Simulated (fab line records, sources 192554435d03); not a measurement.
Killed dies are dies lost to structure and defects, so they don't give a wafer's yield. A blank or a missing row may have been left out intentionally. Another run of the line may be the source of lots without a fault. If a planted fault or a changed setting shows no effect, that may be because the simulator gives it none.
fab line records    flow n5Finfet
record lots=9  wafers=25  lastDay=17
route steps=1938 shown BEOL_M4@1111 BEOL_M13@1675 PASSIVATION@1936
lots with no fault: from the same line, run without faults
startH: start of the lot's first displayed wafer, in hours after the record's first day    waitH: time in hours since the lot's previous step    " identical to the entry in the row above    L1.1+2: a row that stands for several wafers    - no value, or no start given    * or withheld: withheld    < > ~ a bound
route shown NAME@n: a module of which the file shows steps, and the number in the route of the first    usual: mean/standard deviation taken from wafers without a fault    same: alike in all rows    chamber/n: place in a boat    sites: per-site readings    _std_site: the values' standard deviation    _edge_site: the outer-site mean with the inner-site mean subtracted    radiusMm: for every site, how far away it sits from the centre of the wafer    mask NAME#n: copy n    behind: tool/chamber where the wafer was last shaped    hold: why the lot was held/for how many hours/how that ended    device: names the non-switching transistor (n, p or np)    end of line: the route-end tests of the same wafers    where a step has no rows: the recipe by itself    killed: not the wafer's yield, but the dies lost to structure and defects at the first sort    map: dies across one wafer; x = killed, . = not, _ = none there
set.NAME: setting as actually run; set.NAME@STEP: the setting as run at that earlier step    model.NAME: the simulator's own value behind a step, which no gauge read
a sample of lots followed through the steps of the route, with each step as a table and each wafer as a row
services: when a tool's chamber went out of use (startH, in hours from the record's first day, below 0 if earlier), for how many hours, and the reason
## steps
# step N5_BEOL_M4_RC_MEAS_101
# usual DIBL_N=36.6/2.1  DIBL_P=36.3/2.2  IOFF_N=0.16/0.036  IOFF_P=0.21/0.038  ION_N=671/12  ION_P=460/7.5  SS_N=71.8/0.72  SS_P=73.3/0.72  VT_N=250/3.2  VT_P=-250/3.5
lot.wafer  tool       chamber  startH  waitH  DIBL_N[mV/V]  DIBL_P[mV/V]  IOFF_N[nA/um]  IOFF_P[nA/um]  ION_N[uA/um]  ION_P[uA/um]  SS_N[mV/dec]  SS_P[mV/dec]  VT_N[mV]  VT_P[mV]
L732.1     prober-02  0        212.55  0.0    38.0          36.7          0.17           0.23           659           459           72.0          73.5          249       -247
L732.3     "          0        "       "      39.1          37.5          0.18           0.24           674           465           72.2          73.8          248       -248
L732.6     "          0        "       "      40.2          38.5          0.21           0.26           673           461           72.8          73.4          245       -247
L734.3     prober-02  0        218.80  0.3    34.4          35.1          0.13           0.19           663           456           70.9          72.4          252       -252
L734.4     "          0        "       "      35.4          35.9          0.15           0.21           678           470           71.0          73.1          249       -249
L734.5     "          0        "       "      32.6          33.4          0.11           0.16           666           461           70.7          72.5          252       -252
L736.1     prober-02  0        242.64  0.1    38.5          40.2          0.19           0.22           668           455           71.9          73.7          248       -253
L736.4     "          0        "       "      32.7          32.7          0.10           0.13           649           448           70.5          71.0          256       -255
L736.5     "          0        "       "      37.1          37.2          0.17           0.18           660           448           72.6          72.8          251       -255
L742.1     prober-02  0        272.36  0.0    32.8          32.3          0.12           0.17           668           464           70.8          73.3          254       -250
L742.2     "          0        "       "      33.8          34.7          0.15           0.21           684           470           71.4          73.4          248       -248
L743.1     prober-02  0        275.01  0.0    34.1          35.0          0.13           0.18           680           464           71.4          72.3          249       -251
L743.2     "          0        "       "      36.6          37.4          0.18           0.21           669           456           72.4          73.0          249       -252
L744.1     prober-01  0        279.65  0.0    37.1          38.6          0.14           0.21           657           457           71.7          74.2          252       -251
L744.3     "          0        "       "      36.6          35.5          0.13           0.16           653           443           71.6          73.5          254       -257
L744.4     "          0        "       "      35.7          35.3          0.12           0.16           648           447           71.1          72.5          255       -254
L745.4     prober-02  0        283.35  0.5    37.9          37.7          0.18           0.22           672           451           71.8          73.7          250       -253
L745.5     "          0        "       "      35.5          35.2          0.14           0.19           667           457           71.7          72.5          254       -254
L745.6     "          0        "       "      36.4          36.9          0.16           0.22           682           462           71.6          73.5          249       -251
L746.2     prober-01  0        290.95  0.2    37.2          35.3          0.16           0.24           658           456           72.2          73.5          251       -246
L746.3     "          0        "       "      33.6          32.8          0.12           0.21           666           468           70.6          72.2          255       -249
L746.5     "          0        "       "      34.7          33.9          0.14           0.21           667           469           70.3          72.7          247       -246
L747.1     prober-01  0        299.79  0.0    36.2          34.9          0.14           0.17           672           461           71.9          72.5          251       -255
L747.2     "          0        "       "      36.7          35.4          0.14           0.19           673           463           71.5          73.0          250       -253
L747.3     "          0        "       "      34.0          31.1          0.10           0.13           659           451           70.7          71.5          254       -258
# step N5_BEOL_M13_STRIP_63
# recipe chemistry=N2/H2  powerW=1000  tempC=250  h2Frac=0.65  overashFraction=0.3  pressureMtorr=1000  n2FlowSccm=1750  h2FlowSccm=3250
# usual drypumpMotorCurrentA=5.44/0.12  heaterPowerW=354/49  oesProductAu=0.673/0.005  stripTimeToEndpointS=27.6/1.2
lot.wafer  tool            chamber  startH  waitH  drypumpMotorCurrentA  heaterPowerW  oesProductAu  rfHoursCounterH  stripTimeToEndpointS
L734.3     plasmaAsher-01  1        280.44  -      5.62                  317           0.677         -                29.6
L734.4     "               0        "       "      5.37                  329           0.672         -                28.6
L734.5     "               0        "       "      5.37                  318           0.676         -                28.8
L732.1     plasmaAsher-01  1        284.40  -      5.63                  316           0.686         115              28.9
L732.3     "               0        "       "      5.37                  320           0.668         -                26.4
L732.6     "               0        "       "      5.35                  326           0.671         -                25.6
L736.1     plasmaAsher-01  1        307.53  -      5.62                  321           0.674         120              27.1
L736.4     "               0        "       "      5.34                  319           0.672         -                27.1
L736.5     "               1        "       "      5.63                  326           0.677         -                26.8
L742.1     plasmaAsher-02  1        337.63  -      5.31                  334           0.672         103              28.7
L742.2     "               0        "       "      5.51                  431           0.680         103              27.6
L743.1     plasmaAsher-02  1        343.85  -      5.31                  342           0.681         104              29.5
L743.2     "               0        "       "      5.49                  436           0.671         104              26.5
L744.1     plasmaAsher-02  1        350.08  -      5.32                  330           0.677         105              28.4
L744.3     "               1        "       "      5.33                  331           0.669         -                28.5
L744.4     "               0        "       "      5.50                  436           0.673         -                27.3
L745.4     plasmaAsher-01  0        355.69  -      5.38                  330           0.669         -                26.2
L745.5     "               1        "       "      5.62                  332           0.666         -                25.5
L745.6     "               0        "       "      5.34                  326           0.676         -                25.6
L746.2     plasmaAsher-01  0        356.34  -      5.37                  324           0.670         131              27.6
L746.3     "               1        "       "      5.60                  326           0.682         -                28.0
L746.5     "               0        "       "      5.35                  324           0.672         -                28.6
L747.1     plasmaAsher-01  0        378.42  -      5.36                  312           0.668         134              27.3
L747.2     "               1        "       "      5.61                  318           0.683         134              28.9
L747.3     "               0        "       "      5.32                  317           0.671         -                29.7
# step N5_BEOL_M13_CD_MEAS_17
# recipe targetCdNm=190  polarity=opening
# usual cdNm=189.6/1.7
lot.wafer  tool      chamber  startH  waitH  cdNm
L734.3     cdSem-01  -        280.63  0.0    185.6
L734.4     "         -        "       "      187.0
L734.5     "         -        "       "      188.8
L732.1     cdSem-02  -        284.61  0.0    186.9
L732.3     "         -        "       "      189.9
L732.6     "         -        "       "      189.1
L736.1     cdSem-02  -        307.73  0.0    191.4
L736.4     "         -        "       "      190.7
L736.5     "         -        "       "      190.7
L742.1     cdSem-03  -        337.84  0.0    188.1
L742.2     "         -        "       "      188.3
L743.1     cdSem-01  -        344.09  0.0    190.7
L743.2     "         -        "       "      192.4
L744.1     cdSem-02  -        350.29  0.0    194.4
L744.3     "         -        "       "      191.7
L744.4     "         -        "       "      192.2
L745.4     cdSem-02  -        355.92  0.0    189.3
L745.5     "         -        "       "      191.8
L745.6     "         -        "       "      189.7
L746.2     cdSem-01  -        356.59  0.0    188.8
L746.3     "         -        "       "      191.5
L746.5     "         -        "       "      190.7
L747.1     cdSem-01  -        378.62  0.0    190.2
L747.2     "         -        "       "      190.4
L747.3     "         -        "       "      187.8
# step N5_BEOL_M13_STRIP_37
# recipe chemistry=N2/H2  powerW=1000  tempC=250  h2Frac=0.65  overashFraction=0.3  pressureMtorr=withheld  n2FlowSccm=1750  h2FlowSccm=3250
# usual drypumpMotorCurrentA=5.44/0.12  heaterPowerW=356/50  oesProductAu=0.784/0.012
lot.wafer  tool            chamber  startH  waitH  drypumpMotorCurrentA  heaterPowerW  oesProductAu  rfHoursCounterH
L734.3     plasmaAsher-02  0        281.68  0.1    5.51                  443           0.764         -
L734.4     "               1        "       "      5.27                  337           0.769         -
L734.5     "               1        "       "      5.32                  342           0.785         -
L732.1     plasmaAsher-01  1        285.76  0.0    5.62                  323           0.779         115
L732.3     "               1        "       "      5.61                  320           0.792         -
L732.6     "               0        "       "      5.35                  325           0.784         -
L736.1     plasmaAsher-02  1        308.76  0.0    5.30                  330           0.789         98
L736.4     "               0        "       "      5.46                  439           0.794         -
L736.5     "               0        "       "      5.50                  435           0.794         -
L742.1     plasmaAsher-02  1        339.08  0.0    5.34                  328           0.799         103
L742.2     "               0        "       "      5.52                  429           0.800         103
L743.1     plasmaAsher-01  1        345.12  0.0    5.61                  320           0.780         129
L743.2     "               0        "       "      5.35                  322           0.783         129
L744.1     plasmaAsher-02  1        351.32  0.0    5.34                  333           0.798         106
L744.3     "               1        "       "      5.34                  327           0.778         -
L744.4     "               0        "       "      5.55                  440           0.778         -
L745.4     plasmaAsher-01  0        357.09  0.1    5.35                  313           0.788         -
L745.5     "               1        "       "      5.63                  328           0.782         -
L745.6     "               0        "       "      5.35                  317           0.768         -
L746.2     plasmaAsher-02  1        357.89  0.0    5.29                  323           0.783         107
L746.3     "               1        "       "      5.30                  332           0.803         -
L746.5     "               1        "       "      5.30                  322           0.781         -
L747.1     plasmaAsher-01  1        379.72  0.0    5.62                  318           0.785         135
L747.2     "               0        "       "      5.36                  310           0.768         135
L747.3     "               1        "       "      5.62                  325           0.775         -
# step N5_BEOL_M13_SPUTTER_45
# recipe material=Cu  targetThkA=800  tempC=-20  biasV=60  powerW=26000  chamberPressurePa=0.13  timeS=13.33
# usual biasV=60.0/0.6  cathodeDcPowerW=26000/4.9  chuckSensorTempC=-16.0/0.38  throttleValvePct=29.8/0.94
lot.wafer  tool           chamber  startH  waitH  biasV  cathodeDcPowerW  chuckSensorTempC  throttleValvePct
L734.3     pvdSputter-02  -        283.69  0.0    -      -                -                 -
L734.4     "              -        "       "      -      -                -                 -
L734.5     "              -        "       "      -      -                -                 -
L732.1     pvdSputter-02  -        286.69  0.0    -      -                -                 -
L732.3     "              -        "       "      -      -                -                 -
L732.6     "              -        "       "      -      -                -                 -
L736.1     pvdSputter-03  -        312.85  0.0    60.3   25996            -15.9             30.5
L736.4     "              -        "       "      59.5   26004            -15.4             29.2
L736.5     "              -        "       "      60.2   26009            -16.7             30.2
L742.1     pvdSputter-03  -        339.84  0.0    60.5   26007            -15.5             29.3
L742.2     "              -        "       "      60.8   26012            -15.5             30.1
L743.1     pvdSputter-03  -        349.12  0.0    59.0   26001            -16.7             30.2
L743.2     "              -        "       "      59.4   26000            -15.6             30.3
L744.1     pvdSputter-02  -        353.02  0.0    60.2   26000            -15.6             31.1
L744.3     "              -        "       "      60.0   25993            -16.1             28.2
L744.4     "              -        "       "      60.1   25994            -16.2             30.1
L745.4     pvdSputter-02  -        359.38  0.0    59.7   25996            -15.9             30.0
L745.5     "              -        "       "      59.9   26003            -16.0             29.9
L745.6     "              -        "       "      58.6   25999            -16.1             28.7
L746.2     pvdSputter-02  -        360.20  0.0    60.0   26002            -15.7             31.4
L746.3     "              -        "       "      60.2   26008            -15.9             28.6
L746.5     "              -        "       "      59.7   26000            -16.0             30.2
L747.1     pvdSputter-01  -        380.26  0.0    59.8   25994            -16.2             30.6
L747.2     "              -        "       "      60.3   25997            -15.5             28.0
L747.3     "              -        "       "      59.9   25997            -15.5             30.9
# step N5_BEOL_M13_THK_MEAS_50
# recipe thkMeasGauge=xrf  reads=Cu_of_BEOL_M13_ECD_47
# usual M13_THK=426/7.6
lot.wafer  tool          chamber  startH  waitH  M13_THK[nm]
L734.3     filmMetro-02  -        284.64  -      -
L734.4     "             -        "       "      -
L734.5     "             -        "       "      -
L732.1     filmMetro-01  -        287.56  -      -
L732.3     "             -        "       "      -
L732.6     "             -        "       "      -
L736.1     filmMetro-01  -        313.82  -      408
L736.4     "             -        "       "      418
L736.5     "             -        "       "      406
L742.1     filmMetro-02  -        340.71  -      419
L742.2     "             -        "       "      422
L743.1     filmMetro-01  -        350.13  -      417
L743.2     "             -        "       "      408
L744.1     filmMetro-01  -        353.89  -      419
L744.3     "             -        "       "      418
L744.4     "             -        "       "      416
L745.4     filmMetro-02  -        360.25  -      435
L745.5     "             -        "       "      426
L745.6     "             -        "       "      425
L746.2     filmMetro-01  -        361.34  -      412
L746.3     "             -        "       "      408
L746.5     "             -        "       "      430
L747.1     filmMetro-01  -        381.19  -      442
L747.2     "             -        "       "      422
L747.3     "             -        "       "      427
# step N5_BEOL_M13_RS_MEAS_54
# recipe thkMeasGauge=four-point-probe  reads=Cu_of_BEOL_M13_ECD_47+Ta_of_BEOL_M13_SPUTTER_44+TaN_of_BEOL_M13_SPUTTER_43
# usual M13_RS=0.0448/0.00072
lot.wafer  tool          chamber  startH  waitH  M13_RS[ohm/sq]
L734.3     filmMetro-02  -        284.77  0.1    55.297
L734.4     "             -        "       "      57.054
L734.5     "             -        "       "      56.009
L732.1     filmMetro-01  -        287.69  0.0    56.928
L732.3     "             -        "       "      56.392
L732.6     "             -        "       "      56.249
L736.1     filmMetro-02  -        313.95  0.0    0.0465
L736.4     "             -        "       "      0.0454
L736.5     "             -        "       "      0.0466
L742.1     filmMetro-02  -        340.87  0.1    0.0450
L742.2     "             -        "       "      0.0447
L743.1     filmMetro-01  -        350.26  0.0    0.0454
L743.2     "             -        "       "      0.0467
L744.1     filmMetro-01  -        354.05  0.1    0.0450
L744.3     "             -        "       "      0.0448
L744.4     "             -        "       "      0.0451
L745.4     filmMetro-01  -        360.38  0.0    0.0442
L745.5     "             -        "       "      0.0449
L745.6     "             -        "       "      0.0452
L746.2     filmMetro-02  -        361.47  0.1    0.0462
L746.3     "             -        "       "      0.0464
L746.5     "             -        "       "      0.0441
L747.1     filmMetro-02  -        381.32  0.0    0.0433
L747.2     "             -        "       "      0.0449
L747.3     "             -        "       "      0.0445
# step N5_PASSIVATION_PROBE_49
# usual defectLimitedYield=91.1/1.4  killed_at_M0_to_M3=33/9.1  killed_at_M4_up=14/5.6  killedAtContacts=13/5.7  killedAtFrontEnd=42/12  killedAtOther=4/3  killedDies=105/16  killedOnRim=13/4  killedOpen=69/11  killedShort=34/7.5  sort_bin_5_function=5.2/0.91  sort_bin_6_memory=3.3/0.64  sort_bin_8_speed=0.0/0.37  sortNPass=1075/16  sortYieldPct=91.1/1.4
# same grossDies=1180  killedAtBackSide=0  sort_bin_4_leakage[%]=0
lot.wafer  tool       chamber  startH  waitH  defectLimitedYield[%]  killed_at_M0_to_M3  killed_at_M4_up  killedAtContacts  killedAtFrontEnd  killedAtOther  killedDies  killedOnRim  killedOpen  killedShort  sort_bin_5_function[%]  sort_bin_6_memory[%]  sort_bin_8_speed[%]  sortNPass  sortYieldPct[%]
L734.3     prober-02  -        310.98  0.1    0                      52                  1090             13                20                5              1180        152          68          36           96.4                    3.5                   0                    0          0
L734.4     prober-02  -        311.03  0.2    0                      28                  1102             11                35                4              1180        152          51          39           96.7                    3.1                   0                    0          0
L734.5     prober-02  -        311.08  0.2    0                      27                  1119             11                23                0              1180        152          53          20           97.5                    2.2                   0                    0          0
L732.1     prober-01  -        311.01  0.2    0                      37                  1101             11                30                1              1180        152          64          25           96.8                    3.1                   0                    0          0
L732.3     prober-01  -        311.11  0.3    0                      26                  1104             11                39                0              1180        152          51          33           97.3                    2.4                   0                    0          0
L732.6     prober-01  -        311.26  0.4    0                      32                  1067             8                 68                5              1180        152          80          43           95.6                    4.0                   0                    0          0
L736.1     prober-01  -        340.73  0.0    90.8                   24                  21               9                 53                2              109         11           80          28           4.7                     4.2                   0                    1071       90.8
L736.4     prober-01  -        340.88  0.2    92.4                   17                  12               16                44                1              90          12           65          22           4.0                     3.3                   0                    1090       92.4
L736.5     prober-01  -        340.93  0.2    91.0                   26                  12               10                54                4              106         17           72          32           4.9                     3.8                   0                    1074       91.0
L742.1     prober-01  -        368.26  0.0    95.0                   27                  9                1                 18                4              59          10           31          27           3.5                     1.4                   0                    1121       95.0
L742.2     prober-01  -        368.31  0.1    93.1                   25                  12               4                 33                8              82          14           63          19           3.7                     3.1                   0                    1098       93.1
L745.4     prober-01  -        382.69  0.2    91.3                   25                  21               8                 47                2              103         10           59          42           4.5                     3.5                   0                    1077       91.3
L745.5     prober-01  -        382.74  0.2    90.9                   30                  16               11                50                0              107         12           62          42           5.8                     3.1                   0                    1073       90.9
L745.6     prober-01  -        382.79  0.3    90.2                   45                  14               15                41                1              116         18           73          38           5.6                     4.0                   0                    1064       90.2
L746.2     prober-02  -        390.10  0.1    91.4                   29                  18               7                 46                2              102         19           66          36           4.7                     3.6                   0                    1078       91.4
L746.3     prober-02  -        390.15  0.1    92.5                   41                  6                10                31                1              89          12           51          37           4.4                     2.9                   0                    1091       92.5
L746.5     prober-02  -        390.25  0.2    90.7                   37                  11               9                 48                5              110         10           65          44           5.8                     3.2                   0                    1070       90.7
L747.1     prober-02  -        411.58  0.0    89.7                   40                  14               16                40                11             121         21           79          40           6.7                     3.4                   0                    1059       89.7
L747.2     prober-02  -        411.63  0.1    89.0                   42                  24               15                45                4              130         15           97          33           5.5                     5.1                   0                    1050       89.0
L747.3     prober-02  -        411.68  0.1    91.9                   28                  12               13                36                6              95          9            67          26           4.5                     3.1                   0                    1085       91.9
# killed by level:class
L734.3 BEOL_M13:areaSputter=539 BEOL_M13:areaEcd=537 BEOL_M2:geometricParticle:open=20 MOL_CONTACT_COAG:geometricParticle:open=12 BEOL_M2:geometricParticle:short=7 BEOL_M3:geometricParticle:open=7 GATE_CUT:geometricParticle:short=6 BEOL_M1:geometricParticle:short=5
L732.1 BEOL_M13:areaSputter=563 BEOL_M13:areaEcd=527 BEOL_M0_SAQP:geometricParticle:open=13 MOL_CONTACT_COAG:geometricParticle:open=9 STI_FIN_REVEAL:geometricParticle:open=8 BEOL_M0_SAQP:geometricParticle:short=8 FIN_SAQP:geometricParticle:open=5 DUMMY_GATE:geometricParticle:open=4
L734.4 BEOL_M13:areaEcd=550 BEOL_M13:areaSputter=540 MOL_CONTACT_COAG:geometricParticle:open=10 STARTING-WAFER:geometricParticle:short=8 BEOL_M3:geometricParticle:open=7 BEOL_M2:geometricParticle:open=6 GATE_CUT:geometricParticle:short=5 BEOL_M0:geometricParticle:open=5
L734.5 BEOL_M13:areaSputter=568 BEOL_M13:areaEcd=539 MOL_CONTACT_COAG:geometricParticle:open=8 BEOL_M4:geometricParticle:open=8 FIN_SAQP:geometricParticle:open=5 BEOL_M0_SAQP:geometricParticle:open=5 BEOL_M3:geometricParticle:open=5 BEOL_M1:geometricParticle:open=4
L732.3 BEOL_M13:areaSputter=567 BEOL_M13:areaEcd=529 FIN_SAQP:geometricParticle:short=9 BEOL_M0_SAQP:geometricParticle:open=8 STI_FIN_REVEAL:geometricParticle:open=6 MOL_CONTACT_COAG:geometricParticle:open=6 FIN_SAQP:geometricParticle:open=5 MOL_CONTACT_COAG:geometricParticle:short=5
L732.6 BEOL_M13:areaSputter=552 BEOL_M13:areaEcd=505 STI_FIN_REVEAL:geometricParticle:open=26 FIN_SAQP:geometricParticle:short=10 BEOL_M0_SAQP:geometricParticle:short=10 BEOL_M0_SAQP:geometricParticle:open=10 FIN_SAQP:geometricParticle:open=8 MOL_CONTACT_COAG:geometricParticle:open=6
L736.1 FIN_SAQP:geometricParticle:open=15 BEOL_M4:geometricParticle:open=11 BEOL_M3:geometricParticle:open=10 STI_FIN_REVEAL:geometricParticle:open=9 GATE_CUT:geometricParticle:open=7 MOL_CONTACT_COAG:geometricParticle:open=7 FIN_SAQP:geometricParticle:short=5 DUMMY_GATE:geometricParticle:open=5
L736.4 MOL_CONTACT_COAG:geometricParticle:open=13 FIN_SAQP:geometricParticle:open=12 STI_FIN_REVEAL:geometricParticle:open=12 BEOL_M3:geometricParticle:open=5 FIN_SAQP:geometricParticle:short=4 BEOL_M1:geometricParticle:open=4 BEOL_M1:geometricParticle:short=4 STI_FIN_REVEAL:geometricParticle:short=3
L736.5 STI_FIN_REVEAL:geometricParticle:open=15 FIN_SAQP:geometricParticle:short=9 MOL_CONTACT_COAG:geometricParticle:open=9 BEOL_M3:geometricParticle:open=8 FIN_SAQP:geometricParticle:open=7 STI_FIN_REVEAL:geometricParticle:short=6 BEOL_M1:geometricParticle:open=6 BEOL_M4:geometricParticle:open=5
L742.1 BEOL_M0_SAQP:geometricParticle:short=7 BEOL_M3:geometricParticle:open=7 FIN_SAQP:geometricParticle:short=6 BEOL_M1:geometricParticle:open=4 FIN_SAQP:geometricParticle:open=2 ILD0:geometricParticle:open=2 GATE_CUT:geometricParticle:open=2 BEOL_M1:geometricParticle:short=2
L742.2 STI_FIN_REVEAL:geometricParticle:open=13 BEOL_M1:geometricParticle:open=12 BEOL_M5:geometricParticle:open=5 BEOL_M0_SAQP:geometricParticle:open=5 FIN_CUT:geometricParticle:short=3 GATE_CUT:geometricParticle:open=3 MOL_CONTACT_COAG:geometricParticle:open=3 BEOL_M3:geometricParticle:open=3
L745.4 STI_FIN_REVEAL:geometricParticle:open=12 BEOL_M4:geometricParticle:open=10 FIN_SAQP:geometricParticle:short=9 MOL_CONTACT_COAG:geometricParticle:open=7 BEOL_M3:geometricParticle:open=7 FIN_SAQP:geometricParticle:open=5 ILD0:geometricParticle:short=5 GATE_CUT:geometricParticle:short=5
L745.5 FIN_SAQP:geometricParticle:short=9 STI_FIN_REVEAL:geometricParticle:open=9 MOL_CONTACT_COAG:geometricParticle:open=8 BEOL_M4:geometricParticle:short=7 STARTING-WAFER:geometricParticle:open=7 BEOL_M0_SAQP:geometricParticle:short=6 GATE_CUT:geometricParticle:short=6 BEOL_M2:geometricParticle:open=6
L745.6 MOL_CONTACT_COAG:geometricParticle:open=13 STI_FIN_REVEAL:geometricParticle:open=12 BEOL_M0_SAQP:geometricParticle:open=12 BEOL_M0_SAQP:geometricParticle:short=11 GATE_CUT:geometricParticle:short=6 BEOL_M3:geometricParticle:open=6 FIN_SAQP:geometricParticle:open=4 DUMMY_GATE:geometricParticle:open=4
L746.2 BEOL_M1:geometricParticle:open=13 GATE_CUT:geometricParticle:short=10 BEOL_M4:geometricParticle:open=8 BEOL_M2:geometricParticle:open=7 GATE_CUT:geometricParticle:open=6 MOL_CONTACT_COAG:geometricParticle:open=6 STI_FIN_REVEAL:geometricParticle:open=5 STI_FIN_REVEAL:geometricParticle:short=5
L746.3 BEOL_M0_SAQP:geometricParticle:short=10 BEOL_M0_SAQP:geometricParticle:open=9 BEOL_M1:geometricParticle:open=8 BEOL_M3:geometricParticle:open=6 FIN_SAQP:geometricParticle:short=5 MOL_CONTACT_COAG:geometricParticle:open=5 MOL_CONTACT_COAG:geometricParticle:short=4 FIN_SAQP:geometricParticle:open=3
L746.5 FIN_SAQP:geometricParticle:short=10 MOL_CONTACT_COAG:geometricParticle:open=9 BEOL_M0_SAQP:geometricParticle:short=8 BEOL_M3:geometricParticle:open=8 FIN_SAQP:geometricParticle:open=6 ILD0:geometricParticle:open=6 GATE_CUT:geometricParticle:open=5 BEOL_M0_SAQP:geometricParticle:open=5
L747.1 STI_FIN_REVEAL:geometricParticle:open=15 BEOL_M1:geometricParticle:open=15 MOL_CONTACT_COAG:geometricParticle:open=13 BEOL_M0_SAQP:geometricParticle:short=11 MIM_TOP_ETCH:geometricParticle:short=7 FIN_SAQP:geometricParticle:short=6 BEOL_M4:geometricParticle:open=6 STARTING-WAFER:geometricParticle:open=6
L747.2 STI_FIN_REVEAL:geometricParticle:open=22 BEOL_M0_SAQP:geometricParticle:open=17 BEOL_M4:geometricParticle:open=13 MOL_CONTACT_COAG:geometricParticle:open=10 BEOL_M3:geometricParticle:open=8 BEOL_M0_SAQP:geometricParticle:short=6 MOL_CONTACT_COAG:geometricParticle:short=5 FIN_SAQP:geometricParticle:open=4
L747.3 STI_FIN_REVEAL:geometricParticle:open=13 MOL_CONTACT_COAG:geometricParticle:open=9 BEOL_M0_SAQP:geometricParticle:open=9 BEOL_M4:geometricParticle:open=6 BEOL_M0_SAQP:geometricParticle:short=6 BEOL_M1:geometricParticle:open=6 BEOL_M2:geometricParticle:open=5 STI_FIN_REVEAL:geometricParticle:short=4
## services
tool            chamber  startH  hours  kind
plasmaAsher-02  -        312.93  9.0    repair
pvdSputter-01   -        369.52  1.8    repair
pvdSputter-01   -        371.87  3.5    repair
## key
firstSign step=N5_BEOL_M13_SPUTTER_45  reading=toolRecord  direction=missing
effect step=N5_BEOL_M13_THK_MEAS_50  reading=M13_THK  direction=missing
effect step=N5_BEOL_M13_RS_MEAS_54  reading=M13_RS  direction=up  sigmas=99+  usual=0.0448  struck=56.321
effect step=N5_PASSIVATION_PROBE_49  reading=killed_at_M4_up  direction=up  sigmas=99+  usual=14  struck=1097
moreKillsBornAt N5_BEOL_M13_SPUTTER_45@pvdSputter-02=3329  N5_BEOL_M13_ECD_47@ecdCu-01=3187
metAt N5_BEOL_M13_SPUTTER_45
struckLots L732,L734
laterRowsLeftOut L732.1,L732.3,L732.6,L734.3,L734.4,L734.5
notActingAt N5_BEOL_M13_STRIP_63,N5_BEOL_M13_CD_MEAS_17,N5_BEOL_M13_STRIP_37
fault kind=skippedStepWhole  tool=pvdSputter-02  chamber=-  onsetH=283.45  steps=N5_BEOL_M13_SPUTTER_45  scope=struckLotsOnly
# laterRowsLeftOut: the simulator's readings of these wafers behind a module that went badly wrong aren't trusted and aren't shown, but for the sort
